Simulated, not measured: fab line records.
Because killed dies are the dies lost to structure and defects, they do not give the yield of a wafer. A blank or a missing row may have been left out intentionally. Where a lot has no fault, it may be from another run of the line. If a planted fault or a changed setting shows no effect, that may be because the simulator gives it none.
fab line records | flow nand_harc
record lots=13 | wafers=39 | last_day=25
route steps=1159 shown THIN_TSV@1126
lots untouched by any fault: they come from a run of this same line in which no faults occurred
start_h: start of the lot's first displayed wafer, in hours after the record's first day | wait_h: hours from the lot's prior step to this one | " the same as in the row above | L1.1+2: a row that stands for several wafers | - no value, or no start was given | * or withheld: withheld | < > ~ a bound
route shown NAME@n: a module of which the file shows steps, and the number in the route of the first | usual: average and standard deviation across the fault-free wafers | same: alike in all rows | chamber/n: place in a boat | sites: each site's reading | _std_site: how widely they spread, as a standard deviation | _edge_site: outer sites' mean less inner sites' | radius_mm: how far each site lies from the wafer's centre | mask NAME#n: copy n | behind: the most recent tool/chamber to have shaped the wafer | hold: why the lot was held/for how many hours/how that ended | device: the transistor (n, p or np) that didn't switch | end of line: tests run on the same wafers once the route is complete | a step without rows: its recipe alone | killed: dies that structure and defects cost at the first sort, which is not the same as the wafer's yield | map: a wafer's dies, x killed, . not, _ none there
set.NAME: the setting the step ran with; set.NAME@STEP: the setting that earlier step ran with | model.NAME: the simulator's own value behind a step, which no gauge read
one table for each step of the route and one row for each wafer, over a sample of lots
services: from which hour (start_h, from the record's first day; less than 0 if before it) a tool's chamber was out of use, for how many hours, and why
## steps
# step NHARC_THIN_TSV_STRIP_62
# recipe power_w=1500 | temp_c=250 | time_s=20 | chemistry=N2/H2
# usual drypump_motor_current_A=5.9/0.48 | heater_power_w=336/26
lot.wafer | tool            | chamber | start_h | wait_h | drypump_motor_current_A | heater_power_w | rf_hours_counter_h
L282.1    | plasma_asher-02 | 1       | 425.53  | -      | 5.3                     | 374            | 19
L282.4    | "               | 0       | "       | "      | 5.8                     | 342            | -
L282.5    | "               | 1       | "       | "      | 5.3                     | 370            | -
L284.1    | plasma_asher-02 | 1       | 428.44  | -      | 5.3                     | 373            | 20
L284.2    | "               | 0       | "       | "      | 5.8                     | 342            | 20
L284.6    | "               | 1       | "       | "      | 5.3                     | 374            | -
L283.2    | plasma_asher-02 | 0       | 429.60  | -      | 5.8                     | 340            | 20
L283.4    | "               | 0       | "       | "      | 5.8                     | 346            | -
L283.6    | "               | 1       | "       | "      | 5.3                     | 380            | -
L286.3    | plasma_asher-02 | 0       | 437.86  | -      | 5.8                     | 345            | -
L286.4    | "               | 1       | "       | "      | 5.3                     | 371            | -
L286.5    | "               | 1       | "       | "      | 5.3                     | 373            | -
L288.1    | plasma_asher-01 | 1       | 451.41  | -      | 5.7                     | 329            | 59
L288.2    | "               | 0       | "       | "      | 6.7                     | 324            | 59
L288.3    | "               | 0       | "       | "      | 6.6                     | 306            | -
L287.2    | plasma_asher-01 | 1       | 451.84  | -      | 5.8                     | 325            | 60
L287.3    | "               | 0       | "       | "      | 6.6                     | 322            | -
L287.5    | "               | 0       | "       | "      | 6.6                     | 325            | -
L289.1    | plasma_asher-02 | 0       | 463.40  | -      | 5.8                     | 339            | 36
L289.4    | "               | 1       | "       | "      | 5.3                     | 375            | -
L289.6    | "               | 1       | "       | "      | 5.3                     | 377            | -
L296.3    | plasma_asher-01 | 0       | 523.71  | -      | 6.6                     | 322            | -
L296.4    | "               | 1       | "       | "      | 5.8                     | 302            | -
L296.5    | "               | 1       | "       | "      | 5.8                     | 304            | -
L301.2    | plasma_asher-01 | 0       | 544.17  | -      | 6.7                     | 319            | 28
L301.3    | "               | 1       | "       | "      | 5.7                     | 303            | -
L301.4    | "               | 0       | "       | "      | 6.6                     | 314            | -
L303.2    | plasma_asher-01 | 0       | 552.13  | -      | 6.6                     | 320            | 33
L303.5    | "               | 1       | "       | "      | 5.8                     | 297            | -
L303.6    | "               | 0       | "       | "      | 6.6                     | 317            | -
L302.4    | plasma_asher-01 | 1       | 553.42  | -      | 5.7                     | 308            | -
L302.6    | "               | 1       | "       | "      | 5.7                     | 308            | -
L302.5    | "               | 0       | "       | "      | 6.7                     | 318            | -
L305.4    | plasma_asher-01 | 1       | 559.69  | -      | 5.8                     | 304            | -
L305.3    | "               | 0       | "       | "      | 6.7                     | 326            | -
L305.6    | "               | 0       | "       | "      | 6.7                     | 324            | -
L304.4    | plasma_asher-01 | 0       | 578.99  | -      | 6.6                     | 327            | -
L304.3    | "               | 1       | "       | "      | 5.7                     | 303            | -
L304.5    | "               | 0       | "       | "      | 6.6                     | 325            | -
# step NHARC_THIN_TSV_ETCH_59
# recipe target_depth_a=8800 | icp_w=900 | bias_w=100 | Cl2_flow_sccm=60 | bcl3_flow_sccm=30 | time_s=138.1 | chemistry=Cl2/BCl3
# usual chamber_pressure_mTorr=10.000/0.01 | drypump_motor_current_A=5.8/0.56 | oes_product_au=1.000/0.0063 | throttle_valve_pct=22.264/0.0092
lot.wafer | tool         | chamber | start_h | wait_h | chamber_pressure_mTorr | drypump_motor_current_A | oes_product_au | rf_hours_counter_h | throttle_valve_pct
L282.1    | rie_metal-02 | 1       | 429.19  | 0.2    | 10.012                 | 5.8                     | 0.997          | 1.0                | 22.259
L282.4    | "            | 1       | "       | "      | 10.002                 | 5.8                     | 1.005          | -                  | 22.274
L282.5    | "            | 0       | "       | "      | 10.005                 | 5.0                     | 0.996          | -                  | 22.275
L284.2    | rie_metal-02 | 1       | 431.93  | 0.1    | 10.015                 | 5.8                     | 1.002          | 1.2                | 22.269
L284.1    | "            | 0       | "       | "      | 10.006                 | 5.0                     | 1.003          | 1.2                | 22.271
L284.6    | "            | 1       | "       | "      | 9.993                  | 5.8                     | 1.002          | -                  | 22.253
L283.2    | rie_metal-03 | 0       | 433.09  | 0.2    | 9.994                  | 6.5                     | 1.002          | 4.2                | 22.264
L283.4    | "            | 1       | "       | "      | 10.015                 | 5.4                     | 0.995          | -                  | 22.290
L283.6    | "            | 1       | "       | "      | 9.999                  | 5.3                     | 1.000          | -                  | 22.260
L286.3    | rie_metal-02 | 0       | 442.02  | 0.2    | 10.010                 | 5.0                     | 1.001          | -                  | 22.264
L286.4    | "            | 1       | "       | "      | 9.994                  | 5.8                     | 0.994          | -                  | 22.258
L286.5    | "            | 0       | "       | "      | 10.000                 | 5.0                     | 0.988          | -                  | 22.263
L288.1    | rie_metal-01 | 1       | 454.89  | 0.1    | 9.984                  | 5.5                     | 1.002          | 3.2                | 22.261
L288.2    | "            | 0       | "       | "      | 10.009                 | 6.4                     | 1.007          | 3.2                | 22.263
L288.3    | "            | 1       | "       | "      | 10.000                 | 5.5                     | 0.992          | -                  | 22.261
L287.2    | rie_metal-02 | 1       | 455.65  | 0.1    | 9.983                  | 5.8                     | 0.995          | 1.7                | 22.271
L287.3    | "            | 0       | "       | "      | 10.014                 | 5.0                     | 0.987          | -                  | 22.260
L287.5    | "            | 1       | "       | "      | 10.005                 | 5.8                     | 0.988          | -                  | 22.250
L289.1    | rie_metal-03 | 0       | 466.91  | 0.1    | 9.985                  | 6.5                     | 1.001          | 0.0                | 22.252
L289.4    | "            | 1       | "       | "      | 9.993                  | 5.4                     | 0.993          | -                  | 22.262
L289.6    | "            | 1       | "       | "      | 9.991                  | 5.4                     | 1.003          | -                  | 22.273
L296.3    | rie_metal-03 | 1       | 527.33  | 0.2    | 9.986                  | 5.4                     | 1.001          | -                  | 22.264
L296.4    | "            | 0       | "       | "      | 10.013                 | 6.6                     | 1.004          | -                  | 22.288
L296.5    | "            | 0       | "       | "      | 10.002                 | 6.6                     | 0.957          | -                  | 22.266
L301.2    | rie_metal-02 | 1       | 547.62  | 0.1    | 10.010                 | 5.8                     | 1.000          | 4.0                | 22.264
L301.3    | "            | 1       | "       | "      | 10.007                 | 5.8                     | 1.003          | -                  | 22.266
L301.4    | "            | 0       | "       | "      | 9.985                  | 5.0                     | 0.989          | -                  | 22.268
L303.2    | rie_metal-01 | 1       | 555.75  | 0.1    | 9.994                  | 5.5                     | 1.002          | 0.9                | 22.249
L303.5    | "            | 0       | "       | "      | 10.012                 | 6.4                     | 0.996          | -                  | 22.264
L303.6    | "            | 1       | "       | "      | 9.997                  | 5.5                     | 1.004          | -                  | 22.264
L302.4    | rie_metal-01 | 1       | 557.03  | 0.2    | 9.994                  | 5.5                     | 1.009          | -                  | 22.266
L302.6    | "            | 1       | "       | "      | 10.000                 | 5.5                     | 0.999          | -                  | 22.273
L302.5    | "            | 0       | "       | "      | 9.995                  | 6.4                     | 1.009          | -                  | 22.270
L305.3    | rie_metal-02 | 0       | 563.31  | 0.2    | 9.999                  | 5.0                     | 1.008          | -                  | 22.262
L305.4    | "            | 1       | "       | "      | 9.998                  | 5.7                     | 1.007          | -                  | 22.253
L305.6    | "            | 0       | "       | "      | 10.010                 | 5.0                     | 1.008          | -                  | 22.262
L304.3    | rie_metal-01 | 0       | 582.52  | 0.2    | 10.008                 | 6.5                     | 0.995          | -                  | 22.248
L304.4    | "            | 1       | "       | "      | 10.006                 | 5.5                     | 0.992          | -                  | 22.265
L304.5    | "            | 0       | "       | "      | 9.991                  | 6.4                     | 0.999          | -                  | 22.262
# step NHARC_THIN_TSV_CD_MEAS_37
# usual cd_nm=4999.9/2.2
lot.wafer | tool      | chamber | start_h | wait_h | cd_nm
L282.1    | cd_sem-02 | -       | 430.32  | -      | 4998.9
L282.4    | "         | -       | "       | "      | 5002.7
L282.5    | "         | -       | "       | "      | 4999.6
L284.1    | cd_sem-02 | -       | 433.15  | -      | 5001.5
L284.2    | "         | -       | "       | "      | 5002.7
L284.6    | "         | -       | "       | "      | 4997.8
L283.2    | cd_sem-02 | -       | 434.23  | -      | 5001.1
L283.4    | "         | -       | "       | "      | 4995.8
L283.6    | "         | -       | "       | "      | 4999.2
L286.3    | cd_sem-03 | -       | 443.17  | -      | 4997.3
L286.4    | "         | -       | "       | "      | 4995.7
L286.5    | "         | -       | "       | "      | 4997.1
L288.1    | cd_sem-03 | -       | 456.48  | -      | 4998.2
L288.2    | "         | -       | "       | "      | 4998.9
L288.3    | "         | -       | "       | "      | 4997.4
L287.2    | cd_sem-02 | -       | 457.63  | -      | 4999.5
L287.3    | "         | -       | "       | "      | 5000.5
L287.5    | "         | -       | "       | "      | 5002.2
L289.1    | cd_sem-02 | -       | 468.02  | -      | 5001.3
L289.4    | "         | -       | "       | "      | 5000.1
L289.6    | "         | -       | "       | "      | 5000.4
L296.3    | cd_sem-02 | -       | 528.43  | -      | 5002.1
L296.4    | "         | -       | "       | "      | 4999.2
L296.5    | "         | -       | "       | "      | 5007.0
L301.2    | cd_sem-03 | -       | 548.77  | -      | 4997.4
L301.3    | "         | -       | "       | "      | 4997.9
L301.4    | "         | -       | "       | "      | 4999.4
L303.2    | cd_sem-02 | -       | 556.88  | -      | 5002.3
L303.5    | "         | -       | "       | "      | 4998.4
L303.6    | "         | -       | "       | "      | 4997.5
L302.4    | cd_sem-01 | -       | 558.13  | -      | 5001.0
L302.5    | "         | -       | "       | "      | 4999.9
L302.6    | "         | -       | "       | "      | 4999.4
L305.3    | cd_sem-02 | -       | 564.41  | -      | 4998.3
L305.4    | "         | -       | "       | "      | 4997.2
L305.6    | "         | -       | "       | "      | 4996.0
L304.3    | cd_sem-02 | -       | 583.78  | -      | 4997.5
L304.4    | "         | -       | "       | "      | 4996.9
L304.5    | "         | -       | "       | "      | 5000.2
# step NHARC_THIN_TSV_INSPECT_40
# usual raw_defect_count=467/110
lot.wafer | tool              | chamber | start_h | wait_h | raw_defect_count
L282.1    | defect_inspect-01 | -       | 433.45  | 0.4    | 479
L282.4    | "                 | -       | "       | "      | 513
L282.5    | "                 | -       | "       | "      | 572
L284.1    | defect_inspect-02 | -       | 437.58  | 0.4    | 397
L284.2    | "                 | -       | "       | "      | 424
L284.6    | "                 | -       | "       | "      | 352
L283.2    | defect_inspect-01 | -       | 437.58  | 0.4    | 476
L283.4    | "                 | -       | "       | "      | 522
L283.6    | "                 | -       | "       | "      | 483
L286.3    | defect_inspect-02 | -       | 447.37  | 0.4    | 384
L286.4    | "                 | -       | "       | "      | 471
L286.5    | "                 | -       | "       | "      | 444
L288.1    | defect_inspect-02 | -       | 460.68  | 0.4    | 368
L288.2    | "                 | -       | "       | "      | 386
L288.3    | "                 | -       | "       | "      | 399
L287.2    | defect_inspect-01 | -       | 460.68  | 0.4    | 570
L287.3    | "                 | -       | "       | "      | 476
L287.5    | "                 | -       | "       | "      | 441
L289.1    | defect_inspect-02 | -       | 472.22  | 0.4    | 510
L289.4    | "                 | -       | "       | "      | 384
L289.6    | "                 | -       | "       | "      | 416
L296.3    | defect_inspect-01 | -       | 531.45  | 0.4    | 600
L296.4    | "                 | -       | "       | "      | 442
L296.5    | "                 | -       | "       | "      | 598
L301.2    | defect_inspect-02 | -       | 551.27  | 0.4    | 516
L301.3    | "                 | -       | "       | "      | 599
L301.4    | "                 | -       | "       | "      | 502
L303.2    | defect_inspect-01 | -       | 564.53  | 0.4    | 637
L303.5    | "                 | -       | "       | "      | 556
L303.6    | "                 | -       | "       | "      | 546
L302.4    | defect_inspect-02 | -       | 564.53  | 0.4    | 479
L302.5    | "                 | -       | "       | "      | 365
L302.6    | "                 | -       | "       | "      | 567
L305.3    | defect_inspect-02 | -       | 569.33  | 0.4    | 476
L305.4    | "                 | -       | "       | "      | 513
L305.6    | "                 | -       | "       | "      | 466
L304.3    | defect_inspect-02 | -       | 587.13  | 0.4    | 431
L304.4    | "                 | -       | "       | "      | 511
L304.5    | "                 | -       | "       | "      | 437
## services
tool            | chamber | start_h | hours | kind
rie_metal-03    | -       | 453.00  | 9.0   | pm
rie_metal-03    | 0       | 453.00  | 9.0   | vent_cycle
plasma_asher-01 | -       | 453.05  | 9.0   | pm
plasma_asher-01 | 0       | 453.05  | 9.0   | vent_cycle
plasma_asher-01 | 1       | 453.05  | 9.0   | vent_cycle
plasma_asher-01 | 0       | 462.05  | -     | clean
plasma_asher-01 | 1       | 462.05  | -     | clean
rie_metal-02    | 0       | 463.38  | 11.6  | repair
rie_metal-02    | 1       | 481.82  | 20.4  | repair
rie_metal-01    | -       | 509.00  | 9.0   | pm
rie_metal-01    | 0       | 509.00  | 9.0   | vent_cycle
rie_metal-01    | 1       | 509.00  | 9.0   | vent_cycle
rie_metal-01    | 0       | 518.00  | -     | clean
rie_metal-01    | 1       | 518.00  | -     | clean
plasma_asher-02 | -       | 537.08  | 9.0   | pm
plasma_asher-02 | 0       | 537.08  | 9.0   | vent_cycle
plasma_asher-02 | 1       | 537.08  | 9.0   | vent_cycle
plasma_asher-02 | 0       | 546.08  | -     | clean
plasma_asher-02 | 1       | 546.08  | -     | clean
rie_metal-02    | -       | 565.00  | 9.0   | pm
rie_metal-02    | 0       | 565.00  | 9.0   | vent_cycle
rie_metal-02    | 1       | 565.00  | 9.0   | vent_cycle
rie_metal-02    | 0       | 574.00  | -     | clean
rie_metal-02    | 1       | 574.00  | -     | clean
## key
first_sign step=NHARC_THIN_TSV_ETCH_59 | reading=oes_product_au | direction=down | sigmas=6.8 | usual=1.000 | struck=0.957
effect none on later readings
met_at NHARC_THIN_TSV_ETCH_59
struck_lots L296
struck_wafers L296.5
sort_left_out L296.5
not_acting_at NHARC_THIN_TSV_STRIP_62,NHARC_THIN_TSV_CD_MEAS_37,NHARC_THIN_TSV_INSPECT_40
onset_between 466.91 527.33
fault kind=process_parameter_drift | tool=rie_metal-03 | chamber=- | onset_h=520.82 | steps=NHARC_THIN_TSV_ETCH_59 | channel=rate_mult | offset=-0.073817 | shape=step | end_h=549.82 | scope=struck_wafers_only
# sort_left_out: the simulated sort isn't trusted on such a fault, so these wafers' sort isn't shown, and their yield isn't known
